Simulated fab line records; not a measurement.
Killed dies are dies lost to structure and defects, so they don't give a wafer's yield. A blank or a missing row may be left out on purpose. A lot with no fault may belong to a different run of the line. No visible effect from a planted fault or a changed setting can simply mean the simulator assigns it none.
fab line records	flow n5Finfet
record lots=5	wafers=15	lastDay=17
route steps=1938 shown BEOL_M4@1099 BEOL_M5@1112 BEOL_M7@1309 PASSIVATION@1936
lots that met no fault: taken from a fault-free run of the same line
startH: the number of hours between the record's first day and the start of the first shown wafer of the lot	waitH: hours since the lot's step before	" same as the row above	L1.1+2: a row that stands for several wafers	- either no value or no given start	* or withheld: withheld	< > ~ a bound
route shown NAME@n: names a module that has steps shown in the file, with the first one's number in the route	usual: mean/standard deviation of fault-free wafers	same: alike in all rows	chamber/n: place in a boat	sites: readings site by site	_std_site: the standard deviation of these	_edge_site: the outer-site mean with the inner-site mean subtracted	radiusMm: how far each site lies from the wafer's centre	mask NAME#n: copy n	behind: the last tool/chamber to shape the wafer	hold: why the lot was held/for how many hours/how that ended	device: the transistor (n, p or np) that didn't switch	end of line: tests run on the same wafers once the route is complete	step lacking rows: just its recipe	killed: dies lost to structure and defects at the first sort, not the wafer's yield	map: shows each die of a wafer: x if killed, . if not, _ if none is there
set.NAME: the setting as run; set.NAME@STEP: as run at that earlier step	model.NAME: the simulator's own value behind a step, which no gauge read
a table for each step, a row for each wafer; lots at some steps of the route
services: the hour from which a tool's chamber was out of use, counted from the record's first day as startH (under 0 if before that day), plus the number of hours and why
## steps
# step N5_BEOL_M4_ANNEAL_95
# recipe tempC=400	timeS=240	ambient=vacuum
# step N5_BEOL_M4_SPUTTER_96
# recipe material=Cu	targetThkA=45	tempC=-20	chamberPressurePa=0.07	powerW=withheld	timeS=8.29
# step N5_BEOL_M4_ECD_50
# recipe material=Cu	targetThkA=3000
# step N5_BEOL_M4_ANNEAL_51
# recipe tempC=225	timeS=90	ambient=N2
# step N5_BEOL_M4_CMP_52
# recipe stopOn=SiOC	tOverpolishS=6.8	downForcePsi=1	platenRpm=50	clearingPlatenDownForcePsi=1.5	clearingPlatenRpm=50	postCmpClean=cuAlkaline	targetThkNm=40	clearingPlatenPadVelocityMS=0.99484	padVelocityMS=0.99484
# step N5_BEOL_M4_PRE_CLEAN_60
# recipe gas=NH3/H2	timeS=15	tempC=*	rfPowerW=300
# step N5_BEOL_M4_CO_CAP_55
# recipe material=Co	targetThkA=20	tempC=200	precursor=CCTBA/H2	pressureTorr=30	timeS=102.1
# step N5_BEOL_M4_PRE_CLEAN_56
# recipe gas=NH3	timeS=15	tempC=withheld	rfPowerW=300
# step N5_BEOL_M4_DEP_57
# recipe material=SiCN	targetThkA=80	tempC=withheld	precursor=3MS/NH3	pressureTorr=3	rfW=202	timeS=14
# step N5_BEOL_M4_RC_MEAS_101
# usual DIBL_N=36.6/2.1	DIBL_P=36.5/2.7	IOFF_N=0.17/0.043	IOFF_P=0.22/0.045	ION_N=674/17	ION_P=461/9.9	SS_N=71.7/0.79	SS_P=73.4/0.79	VT_N=249/4	VT_P=-250/3.3
lot.wafer	tool	chamber	startH	waitH	DIBL_N[mV/V]	DIBL_P[mV/V]	IOFF_N[nA/um]	IOFF_P[nA/um]	ION_N[uA/um]	ION_P[uA/um]	SS_N[mV/dec]	SS_P[mV/dec]	VT_N[mV]	VT_P[mV]
L368.1	prober-02	0	199.94	0.0	39.4	39.3	0.29	0.36	702	479	73.4	74.3	241	-240
L368.5	"	0	"	"	34.6	33.6	0.15	0.23	674	461	70.7	73.1	247	-245
L368.6	"	0	"	"	38.3	38.8	0.25	0.34	720	493	72.0	74.1	242	-239
L383.2	prober-01	0	267.99	0.2	34.6	35.1	0.13	0.18	658	449	71.1	73.7	255	-252
L383.3	"	0	"	"	34.7	35.6	0.15	0.21	680	465	71.0	72.8	247	-249
L383.6	"	0	"	"	33.9	34.1	0.12	0.17	658	456	71.0	72.2	253	-253
L381.2	prober-02	0	274.16	0.2	34.9	36.4	0.14	0.20	674	472	70.8	73.4	251	-248
L381.3	"	0	"	"	38.0	39.6	0.18	0.24	679	462	72.4	74.1	248	-249
L381.5	"	0	"	"	39.4	41.1	0.20	0.27	668	459	72.8	74.0	248	-247
L382.2	prober-02	0	275.93	0.2	38.1	39.4	0.24	0.26	713	478	71.9	74.1	243	-247
L382.5	"	0	"	"	39.4	39.4	0.24	0.26	705	473	72.1	74.2	243	-250
L382.6	"	0	"	"	37.1	37.6	0.20	0.22	711	475	72.0	73.6	243	-251
L388.3	prober-02	0	320.61	0.3	38.0	35.6	0.18	0.20	674	451	72.4	73.7	249	-249
L388.4	"	0	"	"	35.6	33.7	0.13	0.17	678	462	71.6	73.0	254	-253
L388.6	"	0	"	"	36.6	31.5	0.16	0.15	646	442	73.1	72.5	257	-253
# step N5_BEOL_M5_ILD_DEP_00
# recipe material=SiCOH_lowk	targetThkA=1406.4	tempC=300	precursor=DEMS/porogen	pressureTorr=5	rfW=500	timeS=25.9
# step N5_BEOL_M5_CURE_79
# recipe tempC=385	timeS=240	ambient=He/Ar	material=SiCOH_lowk
# step N5_BEOL_M5_PECVD_70
# recipe material=SiO2	targetThkA=160	tempC=400	precursor=TEOS/O2	pressureTorr=5.5	rfW=450	teosFlowSccm=53.8	gas=O2	flowSccm=3000	timeS=18
# step N5_BEOL_M5_HM_DEP_02
# recipe material=TiN	targetThkA=200	tempC=25	chamberPressurePa=0.49996
# step N5_BEOL_M5_COAT_59
# recipe resist=SOC	tempC=250	timeS=60	spinRpm=1500	resistThkNm=60
# step N5_BEOL_M5_COAT_60
# recipe resist=SiARC	tempC=220	timeS=60	spinRpm=1500	resistThkNm=12
# step N5_BEOL_M5_COAT_71
# recipe resist=underlayer	tempC=205	timeS=60	spinRpm=1500	resistThkNm=5
# step N5_BEOL_M5_COAT_05
# recipe resist=CAR-EUV	spinRpm=1500	resistThkNm=30
# step N5_BEOL_M5_EBR_07
# recipe solvent=PGMEA	ebrWidthMm=1.5
# step N5_BEOL_M5_SOFTBAKE_06
# recipe tempC=110	timeS=60	resist=CAR-EUV
# step N5_BEOL_M5_EXPOSE_08
# recipe maskId=M5	na=0.33	sourceShape=annular	sigmaInner=0.4	sigmaOuter=0.8	polarization=unpolarized	targetCdNm=28	doseMj=35.75
# step N5_BEOL_M5_PEB_09
# recipe pebTempC=100	pebTimeS=60	resist=CAR-EUV
# step N5_BEOL_M5_DEVELOP_10
# recipe developTimeS=30	developer=TMAH	resist=CAR-EUV	rinseLiquid=surfactantRinse	dry=airSpin	devTempC=23
# step N5_BEOL_M5_DESCUM_16
# recipe chemistry=O2	timeS=7	sourcePowerW=50	biasPowerW=20	pressureMtorr=20	rfFrequencyHz=2.712e+07	tempC=40	resist=CAR-EUV	o2FlowSccm=225
# step N5_BEOL_M5_ETCH_72
# recipe chemistry=N2/H2	target=underlayer	targetDepthA=65	maskMaterial=CAR-EUV	timeS=5.2	ionEnergyEv=200	pressureMtorr=30	sourceW=840	biasW=150	n2FlowSccm=200	h2FlowSccm=200	ends=cleared
# step N5_BEOL_M5_ETCH_61
# recipe chemistry=CF4	target=SiARC	targetDepthA=156	maskMaterial=CAR-EUV	timeS=26	ionEnergyEv=80	pressureMtorr=40	sourceW=545	biasW=36	Ar_flow_sccm=100	cf4FlowSccm=100	ends=cleared
# step N5_BEOL_M5_ETCH_62
# recipe chemistry=N2/H2	target=SOC	targetDepthA=750	overetchA=150	maskMaterial=SiARC	tempC=40	timeS=112.5	ionEnergyEv=200	pressureMtorr=30	sourceW=840	biasW=150	n2FlowSccm=200	h2FlowSccm=200
# step N5_BEOL_M5_STRIP_63
# recipe chemistry=N2/H2	tempC=40	n2FlowSccm=200	h2FlowSccm=200	rfFrequencyHz=6e+07
# step N5_BEOL_M5_STRIP_73
# recipe chemistry=N2/H2	tempC=40	n2FlowSccm=200	h2FlowSccm=200	rfFrequencyHz=6e+07
# step N5_BEOL_M5_STRIP_64
# recipe chemistry=CF4	resist=SiARC	powerW=300	biasPowerW=75	pressureMtorr=50	cf4FlowSccm=150	rfFrequencyHz=6e+07
# step N5_BEOL_M5_HM_OPEN_17
# recipe chemistry=Cl2/BCl3	targetDepthA=200	overetchA=60	target=TiN	maskMaterial=SOC	ionEnergyEv=150	pressureMtorr=10	icpW=1000	biasW=126	Cl2_flow_sccm=53.25	bcl3FlowSccm=21.75	Ar_flow_sccm=25
# step N5_BEOL_M5_STRIP_19
# recipe chemistry=O2	powerW=400	tempC=40	pressureMtorr=30	rfFrequencyHz=6e+07	biasPowerW=0	overashFraction=0.2	o2FlowSccm=225
# step N5_BEOL_M5_COAT_65
# recipe resist=SOC	tempC=250	timeS=60	spinRpm=1500	resistThkNm=60
# step N5_BEOL_M5_COAT_66
# recipe resist=SiARC	tempC=220	timeS=60	spinRpm=1500	resistThkNm=12
# step N5_BEOL_M7_ETCH_41
# recipe chemistry=CH3F/O2	target=SiCN	targetDepthA=319	taperDeg=2	timeS=57.8	ionEnergyEv=120	maskMaterial=TiN	pressureMtorr=30	sourceW=395	biasW=75	Ar_flow_sccm=150	CH3F_flow_sccm=30	O2_flow_sccm=20
# usual CH3F_flow_sccm=30.00/0.095	O2_flow_sccm=20.00/0.057	drypumpMotorCurrentA=5.6/0.45	oesProductAu=0.80/0.099	rfFwdPowerW=391.0/2	rfVppV=298.1/1.4	showerheadPlenumPTorr=2.04/0.069	throttleValvePct=16.29/0.28
lot.wafer	tool	chamber	startH	waitH	CH3F_flow_sccm	O2_flow_sccm	drypumpMotorCurrentA	oesProductAu	rfFwdPowerW	rfHoursCounterH	rfVppV	showerheadPlenumPTorr	throttleValvePct
L368.1	rieDiel-05	2	228.02	-	29.92	20.02	5.8	0.90	394.4	33	294.7	1.94	15.92
L368.5	"	0	"	"	30.06	20.06	6.4	0.70	389.0	-	299.4	2.09	16.79
L368.6	"	2	"	"	29.98	20.02	5.8	0.89	394.3	-	297.4	1.94	15.92
L383.2	rieDiel-05	1	295.21	-	-	-	-	-	-	-	-	-	-
L383.3	"	2	"	"	-	-	-	-	-	-	-	-	-
L383.6	"	1	"	"	-	-	-	-	-	-	-	-	-
L382.2	rieDiel-05	3	302.16	-	-	-	-	-	-	-	-	-	-
L382.5	"	0	"	"	-	-	-	-	-	-	-	-	-
L382.6	"	1	"	"	-	-	-	-	-	-	-	-	-
L381.2	rieDiel-02	0	302.33	-	-	-	-	-	-	-	-	-	-
L381.3	"	3	"	"	-	-	-	-	-	-	-	-	-
L381.5	"	0	"	"	-	-	-	-	-	-	-	-	-
L388.3	rieDiel-02	0	347.91	-	29.99	19.94	6.0	0.69	387.8	239	297.2	1.97	16.57
L388.4	"	3	"	"	29.76	20.08	5.4	0.82	392.3	84	298.2	2.10	16.16
L388.6	"	3	"	"	29.78	19.97	5.4	0.82	392.5	-	298.1	2.10	16.15
# step N5_PASSIVATION_PROBE_49
# usual defectLimitedYield=91.5/1.7	killed_at_M0_to_M3=33/11	killed_at_M4_up=13/5.2	killedAtContacts=11/5.7	killedAtFrontEnd=39/11	killedAtOther=4/3	killedDies=101/20	killedOnRim=13/4.1	killedOpen=66/15	killedShort=33/8.4	sort_bin_5_function=5.0/1.1	sort_bin_6_memory=3.2/0.69	sort_bin_8_speed=0.1/0.52	sortNPass=1078/20	sortYieldPct=91.4/1.7
# same grossDies=1180	killedAtBackSide=0	sort_bin_4_leakage[%]=0
lot.wafer	tool	chamber	startH	waitH	defectLimitedYield[%]	killed_at_M0_to_M3	killed_at_M4_up	killedAtContacts	killedAtFrontEnd	killedAtOther	killedDies	killedOnRim	killedOpen	killedShort	sort_bin_5_function[%]	sort_bin_6_memory[%]	sort_bin_8_speed[%]	sortNPass	sortYieldPct[%]
L383.2	prober-01	-	378.59	0.1	0	31	1101	11	35	2	1180	152	62	29	96.9	3.0	0	0	0
L383.3	prober-01	-	378.64	0.1	0	22	1114	9	33	2	1180	152	51	32	96.9	2.8	0	0	0
L383.6	prober-01	-	378.79	0.3	0	32	1094	12	40	2	1180	152	62	35	97.1	2.6	0	0	0
L382.2	prober-02	-	382.07	0.1	0	54	1073	6	46	1	1180	152	75	46	95.8	4.1	0	0	0
L382.5	prober-02	-	382.22	0.2	0	35	1079	4	53	9	1180	152	55	53	96.0	3.4	0	0	0
L382.6	prober-02	-	382.27	0.3	0	43	1093	8	35	1	1180	152	62	33	96.4	3.2	0	0	0
L381.2	prober-02	-	385.98	0.1	0	13	1106	14	41	6	1180	152	53	37	96.9	2.7	0	0	0
L381.3	prober-02	-	386.03	0.1	0	26	1100	8	39	7	1180	152	55	39	97.3	2.6	0	0	0
L381.5	prober-02	-	386.13	0.2	0	27	1090	16	39	8	1180	152	77	25	96.4	3.2	0	0	0
# killed by level:class
L383.2 BEOL_M7:areaEtch=1089 FIN_SAQP:geometricParticle:short=11 BEOL_M2:geometricParticle:open=11 FIN_SAQP:geometricParticle:open=9 BEOL_M0_SAQP:geometricParticle:open=7 STI_FIN_REVEAL:geometricParticle:open=6 MOL_CONTACT_COAG:geometricParticle:open=6 MOL_CONTACT_COAG:geometricParticle:short=5
L383.3 BEOL_M7:areaEtch=1096 FIN_SAQP:geometricParticle:short=9 FIN_SAQP:geometricParticle:open=9 BEOL_M2:geometricParticle:open=8 MOL_CONTACT_COAG:geometricParticle:open=7 BEOL_M4:geometricParticle:open=7 GATE_CUT:geometricParticle:short=4 BEOL_M0_SAQP:geometricParticle:open=4
L383.6 BEOL_M7:areaEtch=1083 STI_FIN_REVEAL:geometricParticle:open=12 MOL_CONTACT_COAG:geometricParticle:open=10 FIN_SAQP:geometricParticle:short=8 BEOL_M0_SAQP:geometricParticle:short=7 BEOL_M3:geometricParticle:open=6 BEOL_M0_SAQP:geometricParticle:open=6 FIN_SAQP:geometricParticle:open=5
L382.2 BEOL_M7:areaEtch=1059 BEOL_M0_SAQP:geometricParticle:short=21 FIN_SAQP:geometricParticle:open=13 BEOL_M0_SAQP:geometricParticle:open=12 FIN_SAQP:geometricParticle:short=9 BEOL_M0:geometricParticle:open=7 BEOL_M2:geometricParticle:open=7 GATE_CUT:geometricParticle:short=6
L382.5 BEOL_M7:areaEtch=1072 FIN_SAQP:geometricParticle:open=17 FIN_SAQP:geometricParticle:short=14 BEOL_M0_SAQP:geometricParticle:short=14 BEOL_M0_SAQP:geometricParticle:open=8 GATE_CUT:geometricParticle:open=4 GATE_CUT:geometricParticle:short=4 BEOL_M2:geometricParticle:short=4
L382.6 BEOL_M7:areaEtch=1085 BEOL_M0_SAQP:geometricParticle:open=15 BEOL_M0_SAQP:geometricParticle:short=11 FIN_SAQP:geometricParticle:short=8 MOL_CONTACT_COAG:geometricParticle:open=7 BEOL_M2:geometricParticle:open=6 FIN_SAQP:geometricParticle:open=5 BEOL_M3:geometricParticle:open=5
L381.2 BEOL_M7:areaEtch=1090 FIN_SAQP:geometricParticle:short=12 STI_FIN_REVEAL:geometricParticle:open=12 MOL_CONTACT_COAG:geometricParticle:open=10 FIN_SAQP:geometricParticle:open=5 BEOL_M5:geometricParticle:open=5 BEOL_M4:geometricParticle:short=4 GATE_CUT:geometricParticle:short=4
L381.3 BEOL_M7:areaEtch=1085 FIN_SAQP:geometricParticle:short=15 FIN_SAQP:geometricParticle:open=9 BEOL_M0_SAQP:geometricParticle:short=9 BEOL_M0_SAQP:geometricParticle:open=6 MOL_CONTACT_COAG:geometricParticle:open=5 BEOL_M5:geometricParticle:open=5 BEOL_M3:geometricParticle:open=4
L381.5 BEOL_M7:areaEtch=1078 MOL_CONTACT_COAG:geometricParticle:open=16 FIN_SAQP:geometricParticle:open=9 STI_FIN_REVEAL:geometricParticle:open=7 BEOL_M3:geometricParticle:open=6 BEOL_M4:geometricParticle:open=6 FIN_SAQP:geometricParticle:short=5 BEOL_M0_SAQP:geometricParticle:open=5
# map L381.2 (x killed, . not)
_________________xxxxxxxxxxxx________________
______________xxxxxxxxxxxxxxxxxx_____________
___________xxxxxxxxxxxxxxxxxxxxxxxx__________
__________xxxxxxxxxxxxxxxxxxxxxxxxxx_________
________xxxxxxxxxxxxxxxxxxxxxxxxxxxxxx_______
_______xxxxxxxxxxxxxxxxxxxxxxxxxxxxxxxx______
______xxxxxxxxxxxxxxxxxxxxxxxxxxxxxxxxxx_____
_____xxxxxxxxxxxxxxxxxxxxxxxxxxxxxxxxxxxx____
____xxxxxxxxxxxxxxxxxxxxxxxxxxxxxxxxxxxxxx___
___xxxxxxxxxxxxxxxxxxxxxxxxxxxxxxxxxxxxxxxx__
___xxxxxxxxxxxxxxxxxxxxxxxxxxxxxxxxxxxxxxxx__
__xxxxxxxxxxxxxxxxxxxxxxxxxxxxxxxxxxxxxxxxxx_
__xxxxxxxxxxxxxxxxxxxxxxxxxxxxxxxxxxxxxxxxxx_
_xxxxxxxxxxxxxxxxxxxxxxxxxxxxxxxxxxxxxxxxxxxx
_xxxxxxxxxxxxxxxxxxxxxxxxxxxxxxxxxxxxxxxxxxxx
_xxxxxxxxxxxxxxxxxxxxxxxxxxxxxxxxxxxxxxxxxxxx
_xxxxxxxxxxxxxxxxxxxxxxxxxxxxxxxxxxxxxxxxxxxx
_xxxxxxxxxxxxxxxxxxxxxxxxxxxxxxxxxxxxxxxxxxxx
_xxxxxxxxxxxxxxxxxxxxxxxxxxxxxxxxxxxxxxxxxxxx
_xxxxxxxxxxxxxxxxxxxxxxxxxxxxxxxxxxxxxxxxxxxx
_xxxxxxxxxxxxxxxxxxxxxxxxxxxxxxxxxxxxxxxxxxxx
__xxxxxxxxxxxxxxxxxxxxxxxxxxxxxxxxxxxxxxxxxx_
__xxxxxxxxxxxxxxxxxxxxxxxxxxxxxxxxxxxxxxxxxx_
___xxxxxxxxxxxxxxxxxxxxxxxxxxxxxxxxxxxxxxxx__
___xxxxxxxxxxxxxxxxxxxxxxxxxxxxxxxxxxxxxxxx__
____xxxxxxxxxxxxxxxxxxxxxxxxxxxxxxxxxxxxxx___
_____xxxxxxxxxxxxxxxxxxxxxxxxxxxxxxxxxxxx____
______xxxxxxxxxxxxxxxxxxxxxxxxxxxxxxxxxx_____
_______xxxxxxxxxxxxxxxxxxxxxxxxxxxxxxxx______
________xxxxxxxxxxxxxxxxxxxxxxxxxxxxxx_______
__________xxxxxxxxxxxxxxxxxxxxxxxxxx_________
___________xxxxxxxxxxxxxxxxxxxxxxxx__________
______________xxxxxxxxxxxxxxxxxx_____________
_________________xxxxxxxxxxxx________________
# map L382.2 (x killed, . not)
_________________xxxxxxxxxxxx________________
______________xxxxxxxxxxxxxxxxxx_____________
___________xxxxxxxxxxxxxxxxxxxxxxxx__________
__________xxxxxxxxxxxxxxxxxxxxxxxxxx_________
________xxxxxxxxxxxxxxxxxxxxxxxxxxxxxx_______
_______xxxxxxxxxxxxxxxxxxxxxxxxxxxxxxxx______
______xxxxxxxxxxxxxxxxxxxxxxxxxxxxxxxxxx_____
_____xxxxxxxxxxxxxxxxxxxxxxxxxxxxxxxxxxxx____
____xxxxxxxxxxxxxxxxxxxxxxxxxxxxxxxxxxxxxx___
___xxxxxxxxxxxxxxxxxxxxxxxxxxxxxxxxxxxxxxxx__
___xxxxxxxxxxxxxxxxxxxxxxxxxxxxxxxxxxxxxxxx__
__xxxxxxxxxxxxxxxxxxxxxxxxxxxxxxxxxxxxxxxxxx_
__xxxxxxxxxxxxxxxxxxxxxxxxxxxxxxxxxxxxxxxxxx_
_xxxxxxxxxxxxxxxxxxxxxxxxxxxxxxxxxxxxxxxxxxxx
_xxxxxxxxxxxxxxxxxxxxxxxxxxxxxxxxxxxxxxxxxxxx
_xxxxxxxxxxxxxxxxxxxxxxxxxxxxxxxxxxxxxxxxxxxx
_xxxxxxxxxxxxxxxxxxxxxxxxxxxxxxxxxxxxxxxxxxxx
_xxxxxxxxxxxxxxxxxxxxxxxxxxxxxxxxxxxxxxxxxxxx
_xxxxxxxxxxxxxxxxxxxxxxxxxxxxxxxxxxxxxxxxxxxx
_xxxxxxxxxxxxxxxxxxxxxxxxxxxxxxxxxxxxxxxxxxxx
_xxxxxxxxxxxxxxxxxxxxxxxxxxxxxxxxxxxxxxxxxxxx
__xxxxxxxxxxxxxxxxxxxxxxxxxxxxxxxxxxxxxxxxxx_
__xxxxxxxxxxxxxxxxxxxxxxxxxxxxxxxxxxxxxxxxxx_
___xxxxxxxxxxxxxxxxxxxxxxxxxxxxxxxxxxxxxxxx__
___xxxxxxxxxxxxxxxxxxxxxxxxxxxxxxxxxxxxxxxx__
____xxxxxxxxxxxxxxxxxxxxxxxxxxxxxxxxxxxxxx___
_____xxxxxxxxxxxxxxxxxxxxxxxxxxxxxxxxxxxx____
______xxxxxxxxxxxxxxxxxxxxxxxxxxxxxxxxxx_____
_______xxxxxxxxxxxxxxxxxxxxxxxxxxxxxxxx______
________xxxxxxxxxxxxxxxxxxxxxxxxxxxxxx_______
__________xxxxxxxxxxxxxxxxxxxxxxxxxx_________
___________xxxxxxxxxxxxxxxxxxxxxxxx__________
______________xxxxxxxxxxxxxxxxxx_____________
_________________xxxxxxxxxxxx________________
## services
tool	chamber	startH	hours	kind
rieDiel-02	2	204.99	-	clean
rieDiel-02	2	204.99	-	consumableReplace:focusRing
rieDiel-02	2	204.99	19.7	scheduledDown
rieDiel-02	2	204.99	19.7	ventCycle
rieDiel-05	3	222.62	-	clean
rieDiel-05	3	222.62	-	consumableReplace:focusRing
rieDiel-05	3	222.62	24.3	scheduledDown
rieDiel-05	3	222.62	24.3	ventCycle
rieDiel-05	-	229.87	0.2	repair
rieDiel-02	2	266.68	5.1	repair
rieDiel-05	1	305.69	-	clean
rieDiel-05	1	305.69	-	consumableReplace:focusRing
rieDiel-05	1	305.69	27.6	scheduledDown
rieDiel-05	1	305.69	27.6	ventCycle
rieDiel-05	-	319.34	2.8	pm
rieDiel-02	-	330.92	3.4	repair
## key
firstSign step=N5_BEOL_M7_ETCH_41	reading=toolRecord	direction=missing
effect step=N5_PASSIVATION_PROBE_49	reading=killed_at_M4_up	direction=up	sigmas=99+	usual=13	struck=1094
moreKillsBornAt N5_BEOL_M7_ETCH_41@rieDiel-05=6484	N5_BEOL_M7_ETCH_41@rieDiel-02=3253
metAt N5_BEOL_M7_ETCH_41
struckWafers L381.2,L381.3,L381.5,L382.2,L382.5,L382.6,L383.2,L383.3,L383.6
laterRowsLeftOut L381.2,L381.3,L381.5,L382.2,L382.5,L382.6,L383.2,L383.3,L383.6
onsetBetween 228.02 295.21
fault kind=skippedStepWhole	tool=rieDiel-02,rieDiel-05	chamber=-	onsetH=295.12	steps=N5_BEOL_M7_ETCH_41	scope=struckLotsOnly
# laterRowsLeftOut: the simulator's readings of these wafers behind a module that went badly wrong aren't trusted and aren't shown, but for the sort
